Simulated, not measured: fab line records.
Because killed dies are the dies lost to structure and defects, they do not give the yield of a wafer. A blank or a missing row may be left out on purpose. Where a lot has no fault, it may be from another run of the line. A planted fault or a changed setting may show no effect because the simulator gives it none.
fab line records    flow n5-finfet
record lots=9  wafers=27  last-day=18
route steps=1938 shown MOL_CONTACT_COAG@538 BEOL_M4@1111 PASSIVATION@1936
lots with no fault: from the same line, run without faults
start-h: hours from the record's opening day to when the first of the lot's shown wafers began    wait-h: time in hours since the lot's previous step    " same as the row above    L1.1+2: several wafers, shown together as one row    - value missing, or start not given    * or withheld: withheld    < > ~ a bound
route shown NAME@n: NAME is a module with steps in the file, n the number in the route of the first one    usual: mean/standard deviation of fault-free wafers    same: alike in all rows    chamber/n: place in a boat    sites: the reading at each site    _std_site: their standard deviation    _edge_site: the outer-site mean with the inner-site mean subtracted    radius-mm: for every site, how far away it sits from the centre of the wafer    mask NAME#n: copy n    behind: the tool/chamber that last shaped the wafer    hold: reason for holding the lot/hours on hold/outcome of the hold    device: names the non-switching transistor (n, p or np)    end of line: the route-end tests of the same wafers    where a step has no rows: the recipe by itself    killed: count of dies lost to structure and defects at first sort (not the wafer's yield)    map: per-die view of a wafer (x killed, . not killed, _ where there is no die)
set.NAME: the run value of the setting; set.NAME@STEP: its run value at that earlier step    model.NAME: the simulator's own value behind a step, which no gauge read
the route's steps for a sample of lots (tables are steps, rows are wafers)
services: the hour from which a tool's chamber was out of use, counted from the record's first day as start-h (under 0 if before that day), plus the number of hours and why
## steps
# step N5_MOL_CONTACT_COAG_ETCH_110
# recipe chemistry=CF4/O2  target=Si  target-depth-a=25  time-s=8  pressure-mtorr=100  source-w=200  bias-w=12  ion-energy-ev=60  Ar_flow_sccm=100  cf4-flow-sccm=100  O2_flow_sccm=10
# usual bias-w=12.00/0.035  chamber-pressure-mTorr=99.99/0.086  drypump-motor-current-A=5.5/0.36  oes-product-au=0.77/0.082  rf-vpp-V=127.7/2.1  showerhead-plenum-p-Torr=2.22/0.08  throttle-valve-pct=10.76/0.25
lot.wafer  tool         chamber  start-h  wait-h  bias-w  chamber-pressure-mTorr  drypump-motor-current-A  oes-product-au  rf-hours-counter-h  rf-vpp-V  showerhead-plenum-p-Torr  throttle-valve-pct
L651.3     rie-diel-04  1        107.02   0.0     12.01   99.88                   5.3                      0.72            193                 126.0     2.30                      11.02
L651.4     "            3        "        "       11.97   99.76                   5.6                      0.71            167                 129.4     2.13                      10.82
L651.6     "            1        "        "       12.00   99.93                   5.3                      0.72            -                   125.7     2.30                      11.01
L654.3     rie-diel-02  3        121.62   0.0     11.96   99.94                   5.4                      0.92            18                  127.0     2.28                      10.52
L654.4     "            2        "        "       12.03   100.01                  5.9                      0.73            179                 124.4     2.30                      10.98
L654.6     "            0        "        "       12.05   99.77                   5.7                      0.71            -                   129.7     2.13                      10.83
L655.1     rie-diel-02  0        127.34   0.0     11.98   100.01                  5.7                      0.71            184                 129.9     2.13                      10.83
L655.4     "            2        "        "       12.06   99.87                   5.9                      0.74            181                 123.8     2.30                      11.00
L655.6     "            0        "        "       11.97   99.96                   5.7                      0.72            -                   130.5     2.13                      10.85
L662.1     rie-diel-02  2        171.07   0.0     11.97   99.92                   5.9                      0.72            195                 123.3     2.30                      11.04
L662.2     "            3        "        "       12.01   100.12                  5.4                      0.90            34                  128.0     2.27                      10.57
L662.6     "            3        "        "       12.06   100.14                  5.4                      0.89            -                   126.1     2.27                      10.56
L663.2     rie-diel-04  0        174.00   0.0     12.02   100.04                  5.8                      0.70            195                 125.0     2.13                      10.99
L663.5     "            0        "        "       12.04   99.88                   5.8                      0.69            -                   126.6     2.13                      11.00
L663.6     "            1        "        "       11.96   99.93                   5.3                      0.71            -                   127.2     2.29                      11.07
L665.2     rie-diel-02  2        182.62   0.0     11.97   100.05                  5.9                      0.71            198                 123.7     2.29                      11.04
L665.3     "            0        "        "       12.08   99.85                   5.7                      0.71            200                 127.8     2.12                      10.90
L665.4     "            1        "        "       12.01   100.09                  5.0                      0.87            32                  123.7     2.27                      10.39
L667.2     rie-diel-05  1        201.00   0.0     11.99   100.04                  5.6                      0.72            200                 128.2     2.13                      10.97
L667.5     "            2        "        "       11.98   99.92                   5.9                      0.71            -                   127.7     2.30                      10.85
L667.6     "            1        "        "       11.99   100.00                  5.5                      0.72            -                   130.2     2.13                      10.99
L669.4     rie-diel-05  1        209.75   0.0     12.00   100.19                  5.5                      0.72            202                 130.1     2.13                      10.99
L669.5     "            2        "        "       11.99   99.97                   5.9                      0.71            -                   127.0     2.30                      10.85
L669.6     "            1        "        "       11.98   99.88                   5.5                      0.72            -                   129.3     2.13                      10.99
L672.4     rie-diel-02  2        227.89   0.0     12.01   100.01                  5.9                      0.70            216                 124.9     2.29                      11.09
L672.5     "            0        "        "       12.10   99.96                   5.7                      0.69            -                   129.6     2.12                      10.95
L672.6     "            1        "        "       11.96   100.01                  5.0                      0.85            -                   125.1     2.27                      10.44
# step N5_MOL_CONTACT_COAG_IMPLANT_129
# recipe species=Ge  energy-kev=3  dose-cm2=6e+14  tilt-deg=0  rotation-deg=0
# usual beam-energy-keV=2.9997/0.00087  end-station-pressure-torr=5.9e-06/3.4e-07
lot.wafer  tool          chamber  start-h  wait-h  beam-energy-keV  end-station-pressure-torr
L651.3     implanter-01  0        107.23   0.1     3.0008           5.9e-06
L651.4     "             0        "        "       3.0001           6e-06
L651.6     "             0        "        "       2.9997           5.7e-06
L654.3     implanter-02  0        121.83   0.1     2.9993           5.9e-06
L654.4     "             0        "        "       2.9992           6e-06
L654.6     "             0        "        "       2.9985           6e-06
L655.1     implanter-01  0        127.49   0.0     2.9985           5.5e-06
L655.4     "             0        "        "       3.0007           5.8e-06
L655.6     "             0        "        "       2.9995           6.2e-06
L662.1     implanter-01  0        171.22   0.0     9.9913           1.08e-05
L662.2     "             0        "        "       9.9925           1.08e-05
L662.6     "             0        "        "       9.9907           9.7e-06
L663.2     implanter-01  0        174.18   0.1     9.9921           1.13e-05
L663.5     "             0        "        "       9.9919           1.13e-05
L663.6     "             0        "        "       9.9923           1.09e-05
L665.2     implanter-02  0        182.80   0.1     2.9996           5.6e-06
L665.3     "             0        "        "       3.0000           6e-06
L665.4     "             0        "        "       2.9995           5.9e-06
L667.2     implanter-02  0        201.19   0.1     3.0000           5.9e-06
L667.5     "             0        "        "       3.0002           6e-06
L667.6     "             0        "        "       2.9995           6.6e-06
L669.4     implanter-02  0        209.99   0.1     3.0004           5.7e-06
L669.5     "             0        "        "       3.0001           5.4e-06
L669.6     "             0        "        "       2.9991           5.7e-06
L672.4     implanter-02  0        228.14   0.1     2.9995           6e-06
L672.5     "             0        "        "       2.9991           5.6e-06
L672.6     "             0        "        "       2.9990           5.4e-06
# step N5_MOL_CONTACT_COAG_SPUTTER_143
# recipe material=Co  target-thk-a=25  temp-c=25  chamber-pressure-pa=0.2
# usual substrate-temp-c=25.00/0.11  throttle-valve-pct=29.7/0.99
lot.wafer  tool            chamber  start-h  wait-h  substrate-temp-c  throttle-valve-pct
L651.3     pvd-sputter-01  -        108.80   0.0     24.96             28.6
L651.4     "               -        "        "       24.96             31.5
L651.6     "               -        "        "       25.01             28.9
L654.3     pvd-sputter-02  -        123.20   0.0     25.01             28.9
L654.4     "               -        "        "       25.06             29.7
L654.6     "               -        "        "       24.93             30.3
L655.1     pvd-sputter-02  -        128.87   0.0     24.98             30.1
L655.4     "               -        "        "       25.07             29.5
L655.6     "               -        "        "       25.05             30.5
L662.1     pvd-sputter-02  -        176.42   0.0     25.08             28.7
L662.2     "               -        "        "       25.12             29.6
L662.6     "               -        "        "       25.09             28.6
L663.2     pvd-sputter-02  -        177.36   0.0     25.17             30.3
L663.5     "               -        "        "       25.26             30.5
L663.6     "               -        "        "       25.01             28.9
L665.2     pvd-sputter-03  -        184.94   0.0     24.98             31.4
L665.3     "               -        "        "       24.95             27.9
L665.4     "               -        "        "       25.01             29.3
L667.2     pvd-sputter-03  -        203.83   0.0     24.96             31.3
L667.5     "               -        "        "       25.02             29.9
L667.6     "               -        "        "       25.12             31.2
L669.4     pvd-sputter-03  -        213.26   0.0     24.88             29.2
L669.5     "               -        "        "       25.10             31.1
L669.6     "               -        "        "       25.09             29.3
L672.4     pvd-sputter-02  -        230.79   0.0     24.99             30.1
L672.5     "               -        "        "       24.83             28.9
L672.6     "               -        "        "       24.88             29.8
# step N5_MOL_CONTACT_COAG_PRE_CLEAN_142
# recipe gas=H2/He  time-s=60  temp-c=300
# usual heater-power-w=482/73
lot.wafer  tool            chamber  start-h  wait-h  heater-power-w
L651.3     pvd-sputter-02  -        110.93   0.9     504
L651.4     "               -        "        "       580
L651.6     "               -        "        "       578
L654.3     pvd-sputter-01  -        125.66   1.3     453
L654.4     "               -        "        "       467
L654.6     "               -        "        "       465
L655.1     pvd-sputter-01  -        133.44   3.7     448
L655.4     "               -        "        "       460
L655.6     "               -        "        "       472
L662.1     pvd-sputter-02  -        178.14   0.8     378
L662.2     "               -        "        "       520
L662.6     "               -        "        "       515
L663.2     pvd-sputter-02  -        180.68   2.3     569
L663.5     "               -        "        "       377
L663.6     "               -        "        "       586
L665.2     pvd-sputter-02  -        187.41   1.4     572
L665.3     "               -        "        "       516
L665.4     "               -        "        "       598
L667.2     pvd-sputter-02  -        207.23   2.3     579
L667.5     "               -        "        "       582
L667.6     "               -        "        "       562
L669.4     pvd-sputter-01  -        215.24   0.5     469
L669.5     "               -        "        "       458
L669.6     "               -        "        "       468
L672.4     pvd-sputter-03  -        234.03   1.9     387
L672.5     "               -        "        "       463
L672.6     "               -        "        "       650
# step N5_BEOL_M4_RC_MEAS_101
# usual DIBL_N=36.9/1.7  DIBL_P=36.7/2.1  IOFF_N=0.17/0.032  IOFF_N_LONG=5.63e-05/2.6e-06  IOFF_P=0.22/0.036  ION_N=674/12  ION_P=461/7  SS_N=71.7/0.6  SS_P=73.4/0.67  VT_N=249/3.1  VT_P=-250/3.2
lot.wafer  tool       chamber  start-h  wait-h  DIBL_N[mV/V]  DIBL_P[mV/V]  IOFF_N[nA/um]  IOFF_N_LONG[nA/um]  IOFF_P[nA/um]  ION_N[uA/um]  ION_P[uA/um]  SS_N[mV/dec]  SS_P[mV/dec]  VT_N[mV]  VT_P[mV]
L651.3     prober-02  0        186.05   0.3     35.1          33.9          0.13           5.4e-05             0.15           653           449           70.7          73.5          251       -257
L651.4     "          0        "        "       37.2          36.8          0.17           5.3e-05             0.19           682           455           71.6          73.1          251       -255
L651.6     "          0        "        "       37.5          35.1          0.17           5.49e-05            0.16           677           451           71.5          73.5          248       -256
L655.1     prober-01  0        196.96   0.0     38.8          41.7          0.23           5.32e-05            0.27           694           468           72.2          74.3          245       -251
L655.4     "          0        "        "       36.9          38.2          0.18           5.27e-05            0.21           676           452           71.8          73.9          250       -252
L655.6     "          0        "        "       37.5          38.4          0.19           5.21e-05            0.21           683           456           71.6          74.3          248       -254
L654.3     prober-02  0        197.64   0.4     38.0          40.4          0.20           5.37e-05            0.27           687           469           72.1          73.6          244       -246
L654.4     "          0        "        "       35.7          36.3          0.16           5.52e-05            0.20           670           464           71.7          72.8          248       -251
L654.6     "          0        "        "       37.3          39.3          0.18           5.45e-05            0.26           671           463           72.3          73.7          248       -248
L662.1     prober-02  0        249.66   0.0     34.9          35.1          0.13           6.33e-05            0.14           669           447           70.7          73.0          252       -261
L662.2     "          0        "        "       35.7          34.9          0.13           6.38e-05            0.14           669           445           71.3          73.2          254       -260
L662.6     "          0        "        "       36.9          37.2          0.16           6.41e-05            0.16           682           451           71.6          74.1          251       -256
L663.2     prober-01  0        249.86   0.2     38.3          38.9          0.20           6.2e-05             0.23           688           458           71.8          74.6          248       -252
L663.5     "          0        "        "       38.2          39.0          0.20           6.29e-05            0.23           688           461           71.4          74.2          247       -253
L663.6     "          0        "        "       35.9          36.5          0.16           6.27e-05            0.19           677           458           71.6          72.9          252       -254
L665.2     prober-01  0        253.01   0.2     36.7          36.8          0.14           5.52e-05            0.19           664           454           71.6          73.0          251       -253
L665.3     "          0        "        "       37.6          36.9          0.18           5.79e-05            0.19           671           455           72.4          72.8          248       -251
L665.4     "          0        "        "       36.9          36.5          0.15           5.69e-05            0.18           660           456           71.9          72.7          252       -252
L667.2     prober-02  0        279.27   0.2     36.3          35.0          0.17           6.28e-05            0.26           681           470           71.5          72.7          247       -245
L667.5     "          0        "        "       34.8          33.8          0.13           6.09e-05            0.23           668           469           71.8          72.6          254       -245
L667.6     "          0        "        "       37.2          35.8          0.18           6.43e-05            0.26           681           471           71.3          73.8          247       -245
L669.4     prober-01  0        289.45   0.5     35.4          37.3          0.16           5.5e-05             0.21           681           464           71.1          73.6          248       -250
L669.5     "          0        "        "       37.0          37.7          0.17           5.59e-05            0.22           682           465           70.8          73.7          248       -249
L669.6     "          0        "        "       35.2          37.1          0.15           5.35e-05            0.21           682           461           71.0          73.0          250       -249
L672.4     prober-01  0        312.33   0.5     39.1          38.5          0.18           5.3e-05             0.23           663           460           71.9          74.1          251       -249
L672.5     "          0        "        "       37.7          37.1          0.16           5.24e-05            0.22           659           458           72.1          73.7          252       -248
L672.6     "          0        "        "       39.5          39.5          0.19           5.14e-05            0.26           681           467           72.8          73.8          251       -247
# step N5_PASSIVATION_PROBE_49
# usual defect-limited-yield=91.7/1.5  killed_at_M0_to_M3=32/9.6  killed_at_M4_up=13/5.3  killed-at-contacts=12/6.8  killed-at-front-end=36/9.8  killed-at-other=4/3.1  killed-dies=98/17  killed-open=65/13  killed-short=32/8.5  sort_bin_5_function=4.9/0.93  sort_bin_6_memory=3.2/0.67  sort_bin_8_speed=0.00/0.02  sort-n-pass=1082/17
# same gross-dies=1180  killed-at-back-side=0  sort_bin_4_leakage[%]=0
lot.wafer  tool       chamber  start-h  wait-h  defect-limited-yield[%]  killed_at_M0_to_M3  killed_at_M4_up  killed-at-contacts  killed-at-front-end  killed-at-other  killed-dies  killed-open  killed-short  sort_bin_5_function[%]  sort_bin_6_memory[%]  sort_bin_8_speed[%]  sort-n-pass
L651.3     prober-02  -        280.44   0.1     90.9                     22                  14               12                  56                   3                107          72           31            5.2                     3.6                   0                    1073
L651.4     prober-02  -        280.49   0.2     90.7                     37                  17               11                  39                   6                110          65           45            5.6                     3.4                   0                    1070
L651.6     prober-02  -        280.59   0.3     91.3                     40                  8                9                   40                   6                103          56           45            5.7                     2.6                   0                    1077
L654.3     prober-01  -        294.73   0.1     93.6                     29                  15               16                  13                   3                76           56           18            3.5                     2.8                   0                    1104
L654.4     prober-01  -        294.78   0.2     92.7                     32                  10               12                  28                   4                86           53           32            4.6                     2.5                   0                    1094
L654.6     prober-01  -        294.88   0.3     91.4                     36                  10               6                   44                   5                101          78           23            5.0                     3.5                   0                    1079
L655.1     prober-01  -        306.38   0.0     91.1                     17                  15               13                  45                   15               105          68           35            5.7                     3.0                   0                    1075
L655.4     prober-01  -        306.53   0.2     90.0                     44                  11               16                  41                   6                118          81           37            5.6                     3.8                   0                    1062
L655.6     prober-01  -        306.63   0.3     92.2                     20                  19               14                  35                   4                92           57           35            4.2                     3.2                   0                    1088
L662.1     prober-02  -        351.38   0.0     90.2                     38                  29               14                  35                   0                116          76           33            6.1                     2.9                   0                    1064
L662.2     prober-02  -        351.43   0.1     92.2                     27                  21               3                   40                   1                92           62           28            4.7                     2.9                   0.08                 1087
L662.6     prober-02  -        351.63   0.3     94.3                     24                  15               1                   22                   5                67           48           17            3.6                     2.0                   0                    1113
L665.2     prober-01  -        362.13   0.1     91.8                     33                  16               21                  25                   2                97           61           34            4.3                     3.6                   0                    1083
L665.3     prober-01  -        362.18   0.1     92.5                     29                  15               22                  22                   1                89           58           30            4.1                     3.5                   0                    1091
L665.4     prober-01  -        362.23   0.2     92.8                     21                  10               16                  36                   2                85           67           13            4.1                     2.5                   0                    1095
L667.2     prober-01  -        386.76   0.1     91.1                     15                  9                33                  45                   3                105          63           40            5.5                     3.0                   0                    1075
L667.5     prober-01  -        386.91   0.2     90.8                     18                  12               21                  54                   4                109          78           26            5.0                     4.2                   0                    1071
L667.6     prober-01  -        386.96   0.3     93.7                     17                  7                11                  34                   5                74           49           21            3.5                     2.7                   0                    1106
# killed by level:class
L651.3 FIN_SAQP:geometric-particle:short=10 STI_FIN_REVEAL:geometric-particle:open=9 MOL_CONTACT_COAG:geometric-particle:open=8 FIN_SAQP:geometric-particle:open=6 BEOL_M4:geometric-particle:open=6 DUMMY_GATE:geometric-particle:open=5 GATE_CUT:geometric-particle:short=5 BEOL_M3:geometric-particle:open=5
L651.4 BEOL_M3:geometric-particle:open=15 BEOL_M0_SAQP:geometric-particle:short=9 FIN_SAQP:geometric-particle:short=8 MOL_CONTACT_COAG:geometric-particle:open=8 BEOL_M5:geometric-particle:open=7 FIN_SAQP:geometric-particle:open=6 DUMMY_GATE:geometric-particle:open=5 BEOL_M0_SAQP:geometric-particle:open=5
L651.6 FIN_SAQP:geometric-particle:short=14 BEOL_M0_SAQP:geometric-particle:open=11 BEOL_M0_SAQP:geometric-particle:short=11 GATE_CUT:geometric-particle:short=7 MOL_CONTACT_COAG:geometric-particle:open=7 GATE_CUT:geometric-particle:open=6 BEOL_M3:geometric-particle:open=6 STI_FIN_REVEAL:geometric-particle:open=5
L654.3 MOL_CONTACT_COAG:geometric-particle:open=14 BEOL_M0_SAQP:geometric-particle:short=9 BEOL_M4:geometric-particle:open=7 BEOL_M0_SAQP:geometric-particle:open=6 BEOL_M2:geometric-particle:open=5 BEOL_M1:geometric-particle:open=4 BEOL_M3:geometric-particle:open=4 GATE_CUT:geometric-particle:short=3
L654.4 BEOL_M0_SAQP:geometric-particle:short=9 STI_FIN_REVEAL:geometric-particle:open=8 MOL_CONTACT_COAG:geometric-particle:short=8 BEOL_M2:geometric-particle:open=8 BEOL_M0_SAQP:geometric-particle:open=6 DUMMY_GATE:geometric-particle:open=5 MOL_CONTACT_COAG:geometric-particle:open=4 BEOL_M1:geometric-particle:open=4
L654.6 STI_FIN_REVEAL:geometric-particle:open=20 BEOL_M2:geometric-particle:open=11 BEOL_M0_SAQP:geometric-particle:open=7 FIN_SAQP:geometric-particle:open=5 MOL_CONTACT_COAG:geometric-particle:open=5 BEOL_M0_SAQP:geometric-particle:short=4 BEOL_M1:geometric-particle:open=4 BEOL_M3:geometric-particle:open=4
L655.1 FIN_SAQP:geometric-particle:open=13 FIN_SAQP:geometric-particle:short=9 MOL_CONTACT_COAG:geometric-particle:open=9 STI_FIN_REVEAL:geometric-particle:open=8 BEOL_M3:geometric-particle:open=8 GATE_CUT:geometric-particle:short=4 MOL_CONTACT_COAG:geometric-particle:short=4 BEOL_M0_SAQP:geometric-particle:short=4
L655.4 MOL_CONTACT_COAG:geometric-particle:open=14 BEOL_M0_SAQP:geometric-particle:short=12 BEOL_M0_SAQP:geometric-particle:open=10 STI_FIN_REVEAL:geometric-particle:open=10 DUMMY_GATE:geometric-particle:open=8 BEOL_M3:geometric-particle:open=8 BEOL_M1:geometric-particle:open=6 STARTING-WAFER:geometric-particle:short=6
L655.6 STI_FIN_REVEAL:geometric-particle:open=11 MOL_CONTACT_COAG:geometric-particle:open=11 BEOL_M4:geometric-particle:open=9 FIN_SAQP:geometric-particle:short=8 BEOL_M3:geometric-particle:open=5 FIN_SAQP:geometric-particle:open=4 BEOL_M4:geometric-particle:short=4 DUMMY_GATE:geometric-particle:open=3
L662.1 BEOL_M4:geometric-particle:open=16 MOL_CONTACT_COAG:geometric-particle:open=12 BEOL_M3:geometric-particle:open=10 FIN_SAQP:geometric-particle:open=7 BEOL_M0_SAQP:geometric-particle:short=6 BEOL_M1:geometric-particle:open=5 BEOL_M2:geometric-particle:open=5 HKMG_FIN:area-etch=5
L662.2 FIN_SAQP:geometric-particle:short=11 BEOL_M3:geometric-particle:open=10 FIN_SAQP:geometric-particle:open=8 DUMMY_GATE:geometric-particle:open=7 BEOL_M0_SAQP:geometric-particle:short=6 BEOL_M7:geometric-particle:open=5 BEOL_M1:geometric-particle:open=5 BEOL_M4:geometric-particle:open=4
L662.6 BEOL_M3:geometric-particle:open=6 BEOL_M0_SAQP:geometric-particle:open=5 FIN_SAQP:geometric-particle:open=4 GATE_CUT:geometric-particle:short=4 BEOL_M0:geometric-particle:open=4 BEOL_M2:geometric-particle:open=4 BEOL_M4:geometric-particle:open=4 FIN_SAQP:geometric-particle:short=3
L665.2 MOL_CONTACT_COAG:geometric-particle:open=13 BEOL_M0_SAQP:geometric-particle:short=10 BEOL_M4:geometric-particle:open=9 MOL_CONTACT_COAG:geometric-particle:short=8 BEOL_M0_SAQP:geometric-particle:open=8 BEOL_M3:geometric-particle:open=7 STI_FIN_REVEAL:geometric-particle:open=5 GATE_CUT:geometric-particle:short=4
L665.3 MOL_CONTACT_COAG:geometric-particle:open=18 BEOL_M0_SAQP:geometric-particle:short=8 BEOL_M0_SAQP:geometric-particle:open=7 STI_FIN_REVEAL:geometric-particle:open=5 BEOL_M3:geometric-particle:open=5 MOL_CONTACT_COAG:geometric-particle:short=4 FIN_SAQP:geometric-particle:short=3 GATE_CUT:geometric-particle:open=3
L665.4 MOL_CONTACT_COAG:geometric-particle:open=13 BEOL_M3:geometric-particle:open=13 FIN_SAQP:geometric-particle:open=10 BEOL_M4:geometric-particle:open=6 DUMMY_GATE:geometric-particle:open=5 HKMG_FIN:area-etch=5 STI_FIN_REVEAL:geometric-particle:open=4 FIN_SAQP:geometric-particle:short=3
L667.2 MOL_CONTACT_COAG:geometric-particle:open=26 STI_FIN_REVEAL:geometric-particle:open=11 FIN_SAQP:geometric-particle:short=7 MOL_CONTACT_COAG:geometric-particle:short=7 BEOL_M4:geometric-particle:open=6 BEOL_M0_SAQP:geometric-particle:open=5 BEOL_M0_SAQP:geometric-particle:short=5 FIN_SAQP:geometric-particle:open=4
L667.5 STI_FIN_REVEAL:geometric-particle:open=22 MOL_CONTACT_COAG:geometric-particle:open=17 GATE_CUT:geometric-particle:short=9 STI_FIN_REVEAL:geometric-particle:short=7 BEOL_M4:geometric-particle:open=6 BEOL_M2:geometric-particle:open=5 BEOL_M3:geometric-particle:open=4 BEOL_M1:geometric-particle:open=4
L667.6 STI_FIN_REVEAL:geometric-particle:open=11 MOL_CONTACT_COAG:geometric-particle:open=8 BEOL_M3:geometric-particle:open=5 BEOL_M4:geometric-particle:open=4 GATE_CUT:geometric-particle:open=3 BEOL_M1:geometric-particle:open=3 STARTING-WAFER:geometric-particle:short=3 STI_FIN_REVEAL:geometric-particle:short=2
## services
tool            chamber  start-h  hours  kind
implanter-02    -        91.78    0.7    repair
rie-diel-04     -        99.96    4.3    pm
rie-diel-02     -        110.97   2.8    pm
rie-diel-05     0        113.45   3.9    repair
rie-diel-05     -        116.55   0.5    repair
rie-diel-05     3        117.37   -      clean
rie-diel-05     3        117.37   -      consumable-replace:focus-ring
rie-diel-05     3        117.37   -      consumable-replace:showerhead
rie-diel-05     3        117.37   14.9   scheduled-down
rie-diel-05     3        117.37   14.9   vent-cycle
pvd-sputter-03  -        124.48   12.1   repair
pvd-sputter-01  -        129.67   3.7    repair
rie-diel-04     3        144.48   1.3    repair
implanter-01    -        149.76   3.4    repair
pvd-sputter-03  -        150.18   7.7    repair
implanter-01    -        165.12   5.6    repair
rie-diel-04     1        165.57   6.6    repair
rie-diel-02     1        169.13   2.1    repair
implanter-02    -        206.48   1.9    repair
implanter-01    -        208.17   4.3    repair
rie-diel-04     -        212.45   14.6   pm
rie-diel-05     0        213.96   11.5   repair
rie-diel-05     -        227.23   15.6   pm
## key
first-sign step=N5_MOL_CONTACT_COAG_IMPLANT_129  reading=beam-energy-keV  direction=up  sigmas=99+  usual=2.9997  struck=9.9918
effect step=N5_MOL_CONTACT_COAG_IMPLANT_129  reading=end-station-pressure-torr  direction=up  sigmas=15  usual=5.9e-06  struck=1.08e-05
effect step=N5_BEOL_M4_RC_MEAS_101  reading=IOFF_N_LONG  direction=up  sigmas=2.6  usual=5.63e-05  struck=6.31e-05
effect step=N5_BEOL_M4_RC_MEAS_101  reading=VT_P  direction=down  sigmas=1.9  usual=-250  struck=-256
met-at N5_MOL_CONTACT_COAG_IMPLANT_129
struck-lots L662,L663
not-acting-at N5_MOL_CONTACT_COAG_ETCH_110,N5_MOL_CONTACT_COAG_SPUTTER_143,N5_MOL_CONTACT_COAG_PRE_CLEAN_142
onset-between 127.49 171.22
fault kind=process-parameter-drift  tool=implanter-01  chamber=-  onset-h=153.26  steps=N5_MOL_CONTACT_COAG_IMPLANT_129  channel=energy-kev  offset=6.9925  shape=step  end-h=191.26  acts-in=these-recipes-only  stated=3
